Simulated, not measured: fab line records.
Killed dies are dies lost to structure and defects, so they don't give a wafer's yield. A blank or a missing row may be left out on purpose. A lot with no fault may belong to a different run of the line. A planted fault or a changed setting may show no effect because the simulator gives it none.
A struck lot beside a sound one | flow n5_finfet | 26 out of 1938 route steps
Sound: these wafers, L794.2, L794.3, L794.4. Struck: wafers L800.1, L800.2, L800.4. Last of all comes the cause.
For every step that has rows: the tool of each side, followed by ch and its chambers, followed by its first start. Under that, the readings that differ: sound wafers | struck wafers | difference of the means | sigmas: that difference in standard deviations of wafers without a fault.
alike: same words and numbers on both sides, and readings whose means sit less than 2 such deviations apart. not compared: any withheld reading, any reading some wafer has no value for, any bound like >300 that may hide the same value, and any number with overlapping values for which the record gives no deviation.
A row with sigmas, a row that says differs or no value, or rows on one side alone: a step with any of these is where the two part. Numbers that don't overlap but have no deviation are shown without sigmas and don't part them. Lack of a reading on every wafer of one side parts them only where that side has two or more wafers.

first, 9 steps without rows for these wafers: N5_MOL_CONTACT_COAG_ANNEAL_112 (time 1800 s); N5_BEOL_M0_SAQP_PECVD_00 (deposits SiCN from 3MS/NH3, target thk 8 nm, time 14 s); N5_BEOL_M0_SAQP_ILD_DEP_01 (deposits SiOC from DEMS/O2, target thk 45.419 nm, time 8.7 s); N5_BEOL_M0_SAQP_HM_DEP_02 (deposits TiN, target thk 12 nm); N5_BEOL_M0_SAQP_PECVD_03 (deposits SiCN from 3MS/NH3, target thk 12 nm, time 21.1 s); N5_BEOL_M0_SAQP_PECVD_96 (deposits a-Si from SiH4/He, target thk 45 nm, time 45.2 s); N5_BEOL_M0_SAQP_PECVD_97 (deposits SiNx from SiH4/NH3/N2, target thk 23 nm, time 19.9 s); N5_BEOL_M0_SAQP_PECVD_04 (deposits a-Si from SiH4/He, target thk 60 nm, time 60.2 s); N5_BEOL_M0_SAQP_HM_DEP_111 (deposits SiO2 from SiH4/N2O, target thk 12 nm, time 7.2 s).
N5_BEOL_M0_SAQP_COAT_81: time 60 s, resist thk 100 nm.
  sound on litho_track-03 ch 0, day 6 06:13; struck on litho_track-03 ch 0, day 7 12:52
  reading                                       | sound                | struck               | difference | sigmas
  spin_speed_rpm (rpm)                          | 1500.8 1500.3 1501.2 | 1610.1 1609.1 1607.9 | +108.3     | +99 or more
  model.SOC_of_BEOL_M0_SAQP_COAT_81.thk_nm (nm) | 99.6 99.6 99.8       | 96.8 96.8 96.6       | -2.9       |
  alike: heater_power_total_W
then, 9 steps without rows for these wafers: N5_BEOL_M0_SAQP_COAT_82 (time 60 s, resist thk 30 nm); N5_BEOL_M0_SAQP_COAT_08 (resist thk 90 nm); N5_BEOL_M0_SAQP_EBR_10; N5_BEOL_M0_SAQP_SOFTBAKE_09 (time 60 s); N5_BEOL_M0_SAQP_EXPOSE_11 (exposes mask M0 CORE, target cd 42 nm); N5_BEOL_M0_SAQP_PEB_12 (peb time 60 s); N5_BEOL_M0_SAQP_DEVELOP_13 (develop time 30 s); N5_BEOL_M0_SAQP_DESCUM_19 (chemistry O2, time 7.9 s); N5_BEOL_M0_SAQP_ETCH_83 (etches SiARC in CF4, target depth 39 nm, time 65 s).
N5_BEOL_M0_SAQP_ETCH_84: etches SOC in N2/H2, target depth 100 nm, overetch 20 nm, time 150 s.
  sound on rie_diel-02 ch 1,3, day 6 06:38; struck on rie_diel-01 ch 0,2,3, day 7 13:50
  reading                  | sound             | struck           | difference | sigmas
  model.etch.depth_nm (nm) | 99.64 99.64 99.84 | 96.8 96.77 96.68 | -3.0       |
  alike: chamber_pressure_mTorr, drypump_motor_current_A, oes_product_au, rf_vpp_V, showerhead_plenum_p_Torr, throttle_valve_pct
  not compared: rf_hours_counter_h
then, 3 steps without rows for these wafers: N5_BEOL_M0_SAQP_STRIP_80 (strips in N2/H2); N5_BEOL_M0_SAQP_HM_OPEN_112 (chemistry CHF3/O2, target SiO2, stops on a-Si, target depth 12 nm, time 13.5 s); N5_BEOL_M0_SAQP_STRIP_113 (strips in CHF3/O2).
N5_BEOL_M0_SAQP_MANDREL_ETCH_20: etches a-Si in HBr/Cl2, stops on SiNx, target depth 60 nm, bt time 10 s, time 30 s.
  sound on rie_si-06 ch 1,2,3, day 6 06:50; struck on rie_si-02 ch 0,1,2, day 7 14:01
  reading                                       | sound          | struck         | difference | sigmas
  model.SOC_of_BEOL_M0_SAQP_COAT_81.thk_nm (nm) | 75.6 75.6 75.4 | 73.2 72.8 72.8 | -2.6       |
  alike: chamber_pressure_mTorr, drypump_motor_current_A, oes_product_au, throttle_valve_pct
  not compared: rf_hours_counter_h
then, 1 step without rows for these wafers: N5_BEOL_M0_SAQP_STRIP_86 (strips in N2/H2).
-- the record jumps here: 3 days lie between the struck wafers' starts before and after (it left off in module BEOL_M0_SAQP and takes up again in module BEOL_M4, whose first step shown is number 1111 of the route) --
N5_BEOL_M4_RC_MEAS_101:
  sound on prober-01 ch 0, day 9 01:23; struck on prober-02 ch 0, day 10 12:01
  reading        | sound          | struck         | difference | sigmas
  DIBL_N (mV/V)  | 37.7 40.1 39.1 | 34.0 34.9 30.1 | -6.0       | -3
  DIBL_P (mV/V)  | 37.8 40.1 39.1 | 34.7 35.6 30.5 | -5.4       | -2
  IOFF_N (nA/um) | 0.20 0.26 0.22 | 0.15 0.17 0.09 | -0.09      | -2
  ION_N (uA/um)  | 693 705 706    | 676 680 659    | -30        | -2
  VT_N (mV)      | 244 242 244    | 250 248 255    | +8         | +2
  alike: IOFF_P, ION_P, SS_N, SS_P, VT_P

== WHERE THEY PART ==
At N5_BEOL_M0_SAQP_COAT_81 first; at N5_BEOL_M4_RC_MEAS_101 last (within this record only).

WHY: what had been put in by the simulator
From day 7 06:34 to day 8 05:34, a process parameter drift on litho_track-03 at N5_BEOL_M0_SAQP_COAT_81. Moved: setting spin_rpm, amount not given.
